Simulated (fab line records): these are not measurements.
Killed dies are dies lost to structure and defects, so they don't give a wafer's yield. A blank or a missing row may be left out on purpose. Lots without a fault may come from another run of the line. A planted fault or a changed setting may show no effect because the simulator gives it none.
Struck lot and sound lot, side by side    flow nand_harc    18 out of 1159 route steps
Sound: the wafers L845.1, L845.5, L845.6. The struck wafers were L849.1, L849.4, L849.5. The cause is named last.
Each step with rows lists, per side, the tool, then ch with its chambers, then its first start. Under that, the readings that differ: sound wafers    struck wafers    difference of the means    sigmas: that difference in standard deviations of wafers without a fault.
alike: a reading whose means differ by less than 2 such deviations, as well as words and numbers matching on both sides. not compared: withheld readings; readings where some wafer has no value; bounds like >300 that might hide an equal value; numbers whose values overlap and for which the record gives no deviation.
The two part at a step that has a row with sigmas, a row that says differs or no value, or rows on one side only. Numbers that have no deviation but don't overlap get no sigmas and don't part them. Lack of a reading on every wafer of one side parts them only where that side has two or more wafers.

first, 2 steps without rows for these wafers: NHARC_A_BONDPAD_HARDBAKE_10 (time 65 s); NHARC_A_BONDPAD_DESCUM_11 (chemistry O2, time 3 s).
NHARC_A_BONDPAD_ETCH_34: etches the open film in N2/H2, target depth 60 nm, overetch 18 nm, time 65.91 s.
  sound on rie_diel-03 ch 0,1, day 19 22:55; struck on rie_diel-03 ch 1,2,3, day 20 21:02
  alike: drypump_motor_current_A, oes_product_au, rf_vpp_V, showerhead_plenum_p_Torr, throttle_valve_pct
  not compared: rf_hours_counter_h
then, 1 step without rows for these wafers: NHARC_A_BONDPAD_ETCH_12 (etches the open film in CHF3/O2, target depth 220 nm, time 110 s).
NHARC_A_BONDPAD_CD_MEAS_13:
  sound on cd_sem-03 at day 19 23:08; struck on cd_sem-02 at day 20 21:15
  alike: cd_nm
then, 1 step without rows for these wafers: NHARC_A_BONDPAD_STRIP_15 (strips in O2).
NHARC_A_BONDPAD_ETCH_24: etches the open film in CF4/N2, target depth 30 nm, time 72.99 s.
  sound: rie_diel-03 ch 2,3; struck: rie_diel-03 ch 1,2,3
  alike: drypump_motor_current_A, oes_product_au, rf_vpp_V, showerhead_plenum_p_Torr, throttle_valve_pct
  not compared: rf_hours_counter_h
then, 3 steps without rows for these wafers: NHARC_A_BONDPAD_STRIP_16 (strips in post etch residue remover, time 600 s); NHARC_A_BONDPAD_DEGAS_25 (time 60 s); NHARC_A_BONDPAD_PRE_CLEAN_26 (time 30 s).
NHARC_A_BONDPAD_PVD_17: deposits TaN, target thk 5 nm, time 8.06 s.
  sound on pvd_sputter-03; struck on pvd_sputter-01
  alike: throttle_valve_pct
NHARC_A_BONDPAD_PVD_27: deposits Cu, target thk 30 nm, time 20.49 s.
  sound on pvd_sputter-03; struck on pvd_sputter-01
  alike: throttle_valve_pct
NHARC_A_BONDPAD_ECD_18: material Cu, target thk 400 nm.
  sound on ecd_cu-01 ch 0,1, day 20 00:08; struck on ecd_cu-02 ch 1, day 20 22:17
  no value came back on the struck wafers for bath_heat_duty_pct (%), bath_temp_c (C); on the sound wafers bath_heat_duty_pct (%) reads 6.3 5.5 5.6
then, 1 step without rows for these wafers: NHARC_A_BONDPAD_ANNEAL_28 (time 90 s).
NHARC_A_BONDPAD_CMP_19: polishes, t overpolish 30 s, cu recess touch 16 s, target thk 169.8 nm.
  sound on cmp-02 ch 1,2,3, day 20 00:55; struck on cmp-02 ch 0,2,3, day 20 22:58
  alike: motor_current_A, overpolish_run_s, slurry_filter_dp_kPa, slurry_flow_ml_min
NHARC_A_BONDPAD_THK_MEAS_20: measures by xrf.
  sound on film_metro-02 at day 20 01:11; struck on film_metro-02 at day 20 23:17
reading      sound              struck          difference  sigmas
thk_nm (nm)  171.5 168.1 171.3  29.4 31.0 30.0  -140.2      -93
then, 1 step without rows for these wafers: NHARC_A_BONDPAD_SRD_21 (time 30 s, dry time 20 s).
NHARC_END_SORT_01:
  at this point the record logs the struck wafers (prober-01 ch 0, day 22 04:35) and has no rows for the sound ones

## WHERE THEY PART
First at NHARC_A_BONDPAD_ECD_18; last, within this record, at NHARC_END_SORT_01.

WHY: what had been put in by the simulator
Entire step skipped (ecd_cu-02, NHARC_A_BONDPAD_ECD_18), from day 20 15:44 onward. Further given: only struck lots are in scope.
